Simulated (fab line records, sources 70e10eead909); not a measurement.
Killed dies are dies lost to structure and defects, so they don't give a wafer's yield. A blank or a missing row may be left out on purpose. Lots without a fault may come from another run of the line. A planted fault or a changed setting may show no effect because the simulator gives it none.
Which tool did it? | flow nand_harc | 6 lots, 18 wafers sampled, at 5 steps of a route of 1302

WHAT THE GAUGES READ, wafer by wafer
NHARC_END_SORT_01.
lot  | measured     | on        | killed_at_array
L904 | day 33 02:43 | prober-01 | 118 124 124

WHICH TOOL RAN EACH LOT (tool, then ch and the chambers of the sampled wafers, then the start)
lot  | NHARC_A_WL_FILL_CVD_20        | NHARC_A_BONDPAD_CMP_19        | NHARC_THIN_TSV_STRIP_45              | NHARC_THIN_TSV_DEP_47
L887 | cvd_w-01 ch 1, day 21 21:24   | cmp-02 ch 0,1,2, day 24 02:10 | plasma_asher-02 ch 0,1, day 24 16:25 | pecvd-01 ch 0,1, day 24 17:19
L891 | cvd_w-02 ch 0,1, day 24 02:37 | cmp-04 ch 1,2,3, day 26 08:04 | plasma_asher-02 ch 0,1, day 26 22:39 | pecvd-01 ch 0,1,2, day 26 23:26
L898 | cvd_w-01 ch 1, day 26 01:21   | cmp-02 ch 1,2,3, day 28 02:17 | plasma_asher-02 ch 0,1, day 28 16:47 | pecvd-01 ch 0,1, day 28 17:38
L899 | cvd_w-01 ch 0,1, day 27 01:46 | cmp-02 ch 0,2, day 29 03:52   | plasma_asher-02 ch 0,1, day 29 19:55 | pecvd-04 ch 0,1,2, day 29 20:45
L901 | cvd_w-02 ch 1, day 28 08:34   | cmp-04 ch 1,2,3, day 30 18:37 | plasma_asher-01 ch 0,1, day 31 09:27 | pecvd-02 ch 0,1,2, day 31 10:20
L904 | cvd_w-01 ch 0,1, day 29 08:30 | cmp-03 ch 0,2,3, day 31 16:41 | plasma_asher-01 ch 0,1, day 32 12:50 | pecvd-02 ch 0,1,2, day 32 13:38
- NHARC_A_WL_FILL_CVD_20: deposits W, target thk 100 nm, time 74 s.
- NHARC_A_BONDPAD_CMP_19: polishes, t overpolish 30 s, cu recess touch 16 s, target thk 169.82 nm.
- NHARC_THIN_TSV_STRIP_45: strips in O2.
- NHARC_THIN_TSV_DEP_47: deposits SiO2, target thk 200 nm.

THE ANSWER, worked out from the rows above alone
Rule: what is usual is taken from the lots themselves. Put in order of their means at a reading, lots are off if they are a third of the lots or fewer, leave a main group of 4 or more, and stand apart from it by a gap of 3 or more times the standard deviation of the main group's means; of several such gaps the widest counts. A main group whose means are all the same, to the digits that the tables above print for the reading, isn't used. A lot without any number at a reading at which 4 lots or more have one is off too. The other lots that the step has rows for count as sound.
No lot is off at any reading shown: from this, nothing can be told.

WHAT THE SIMULATOR HAD PUT IN
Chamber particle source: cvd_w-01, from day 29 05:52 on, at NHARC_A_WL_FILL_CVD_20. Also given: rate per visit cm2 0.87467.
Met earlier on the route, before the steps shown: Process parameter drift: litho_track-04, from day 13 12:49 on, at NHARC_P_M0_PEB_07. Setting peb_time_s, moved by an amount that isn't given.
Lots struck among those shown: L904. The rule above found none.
